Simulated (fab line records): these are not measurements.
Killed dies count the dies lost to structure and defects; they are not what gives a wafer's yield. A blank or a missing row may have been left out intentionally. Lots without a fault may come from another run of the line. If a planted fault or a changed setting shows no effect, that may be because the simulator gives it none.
A struck lot beside a sound one    flow n5Finfet    37 out of 1938 route steps
Sound: wafers L903.1, L903.4, L903.6. Struck: wafer L910.5 (L910.4, L910.6, from the same lot, were not struck and are left out); the cause is given at the end.
At each step with rows: each side's tool, then ch and its chambers, then its first start. Under that, the readings that differ: sound wafers    struck wafers    difference of the means    sigmas: that difference in standard deviations of wafers without a fault.
alike: words and numbers the same on both sides, and readings whose means are apart by under 2 such deviations; not compared: readings that were withheld, readings missing a value for some wafer, numbers with overlapping values and no deviation given by the record, and bounds like >300 which may hide the same value.
The two part at a step that has a row with sigmas, a row that says differs or no value, or rows on one side only. Non-overlapping numbers with no deviation appear without sigmas and do not part them. Lack of a reading on every wafer of one side parts them only where that side has two or more wafers.

first, 9 steps without rows for these wafers: N5_BEOL_M11_PEB_26 (peb time 60 s); N5_BEOL_M11_DEVELOP_27 (develop time 30 s); N5_BEOL_M11_DESCUM_33 (chemistry O2, time 7.9 s); N5_BEOL_M11_ETCH_65 (etches SiARC in CF4, target depth 39 nm, time 65 s); N5_BEOL_M11_ETCH_66 (etches SOC in N2/H2, target depth 120 nm, overetch 24 nm, time 180 s); N5_BEOL_M11_STRIP_69 (strips in N2/H2); N5_BEOL_M11_VIA_ETCH_34 (etches SiCOH lowk in C4F6/O2, target depth 184.5 nm, time 69.2 s); N5_BEOL_M11_STRIP_73 (strips in C4F6/O2); N5_BEOL_M11_STRIP_36 (strips in N2/H2).
N5_BEOL_M11_TRENCH_ETCH_37: etches SiCOH lowk in C4F6/O2, target depth 148.83 nm, time 48 s.
  sound on rieDiel-04 ch 0,1, day 14 05:02; struck on rieDiel-04 ch 2, day 15 17:50
reading                             sound              struck  difference  sigmas
drypumpMotorCurrentA (A)            5.2 4.8 4.8        6.2     +1.3        +3
rfFwdPowerW (W)                     344.4 338.1 340.2  422.2   +81.3       +51
rfVppV (V)                          660 672 672        616     -52         -5
throttleValvePct (%)                20.83 20.79 20.78  21.27   +0.47       +2
model.etch.depthNm (nm)             149.7 151.8 150.1  160.2   +9.7        
model.BEOL_M11.featureDepthNm (nm)  149.6 151.8 150    160.2   +9.7        
  alike: chamberPressureMTorr, mfcArSccm, oes_o_777_au, oesProductAu, showerheadPlenumPTorr
  not compared: rfHoursCounterH
then, 2 steps without rows for these wafers: N5_BEOL_M11_ETCH_41 (etches SiCN in CH3F/O2, target depth 42.6 nm, time 86 s); N5_BEOL_M11_STRIP_77 (strips in N2/H2, time 10 s).
N5_BEOL_M11_OCD_MEAS_38:
  struck on ocd-02, day 15 17:59; sound on ocd-01, day 14 05:13
reading             sound              struck  difference  sigmas
trenchDepthNm (nm)  149.6 151.8 150.0  160.0   +9.5        +4
then, 13 steps without rows for these wafers: N5_BEOL_M11_HM_STRIP_39 (strips TiN in peroxide tin strip, target depth 25 nm, time 158 s); N5_BEOL_M11_SRD_40 (time 30 s); N5_BEOL_M11_PRECLEAN_42 (cleans in residue remover, time 60 s); N5_BEOL_M11_SRD_43 (time 30 s); N5_BEOL_M11_CURE_72 (cures SiCOH lowk, time 120 s); N5_BEOL_M11_DEGAS_44 (time 60 s); N5_BEOL_M11_PRE_CLEAN_45 (time 30 s); N5_BEOL_M11_ALD_74 (deposits TaN, target thk 2 nm, pulse time 2 s, purge time 3 s); N5_BEOL_M11_SURFACE_TREAT_76; N5_BEOL_M11_CVD_75 (deposits Co from CCTBA/H2, target thk 2 nm, time 138.9 s); N5_BEOL_M11_SPUTTER_48 (material Cu, target thk 12 nm, time 2 s); N5_BEOL_M11_ECD_50 (material Cu, target thk 318 nm); N5_BEOL_M11_ANNEAL_51 (time 90 s).
N5_BEOL_M11_CMP_52: polishes, stops on SiCOH lowk, t overpolish 7 s, target thk 140 nm.
  sound on cmp-03 ch 2,3, day 14 07:02; struck on cmp-01 ch 0, day 15 21:05
reading                                 sound            struck  difference  sigmas
model.Cu_of_BEOL_M11_ECD_50.thkNm (nm)  141 142.4 139.8  151.4   +10.3       
  alike: barrierFieldEndpointS, motorCurrentA, overpolishRunS, timeToEndpointS
  not compared: padLifeWafers
N5_BEOL_M11_THK_MEAS_53: measures by xrf.
  struck on filmMetro-02, day 15 21:21; sound on filmMetro-01, day 14 07:20
reading       sound              struck  difference  sigmas
M11_THK (nm)  141.8 144.0 140.6  152.1   +10.0       +4
then, 2 steps without rows for these wafers: N5_BEOL_M11_PRE_CLEAN_55 (time 15 s); N5_BEOL_M11_DEP_56 (deposits SiCN from 3MS/NH3, target thk 30 nm, time 10.5 s).
N5_BEOL_M11_RS_MEAS_57: measurement is done with a four-point probe.
  struck on filmMetro-01, day 15 21:28; sound on filmMetro-01, day 14 07:28
reading          sound              struck  difference  sigmas
M11_RS (ohm/sq)  0.149 0.148 0.151  0.138   -0.011      -4
then, 5 steps without rows for these wafers: N5_BEOL_M12_ILD_DEP_00 (deposits SiOC from DEMS/O2, target thk 658.92 nm, time 130.7 s); N5_BEOL_M12_COAT_58 (time 60 s, resist thk 89 nm); N5_BEOL_M12_COAT_04 (resist thk 400 nm); N5_BEOL_M12_EBR_06; N5_BEOL_M12_SOFTBAKE_05 (time 60 s).
N5_BEOL_M15_RC_MEAS_101:
  sound on prober-02 ch 0, day 15 06:13; struck on prober-02 ch 0, day 16 20:14
reading                     sound                    struck  difference  sigmas
COMB_M11 (S/m)              2.3e-11 1.6e-11 1.5e-11  6e-12   -1e-11      -4
SERP_M11 (ohm/um)           3.05 2.93 3.06           2.71    -0.30       -4
SERP_M11_max_site (ohm/um)  3.09 3.16 3.21           2.96    -0.19       -2
  alike: COMB_M10, COMB_M12, COMB_M13, COMB_M14, COMB_M15, COMB_M5, COMB_M6, COMB_M6_max_site, COMB_M7, COMB_M8, COMB_M9, SERP_M10, SERP_M12, SERP_M13, SERP_M14, SERP_M5, SERP_M6, SERP_M6_max_site, SERP_M7, SERP_M8, SERP_M8_max_site, SERP_M9, SERP_M9_max_site

## WHERE THEY PART
Earliest at N5_BEOL_M11_TRENCH_ETCH_37; latest, in this record, at N5_BEOL_M15_RC_MEAS_101.

WHY: what the simulator had put in
rieDiel-04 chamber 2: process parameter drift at N5_BEOL_M11_TRENCH_ETCH_37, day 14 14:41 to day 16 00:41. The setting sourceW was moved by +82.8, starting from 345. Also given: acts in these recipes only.
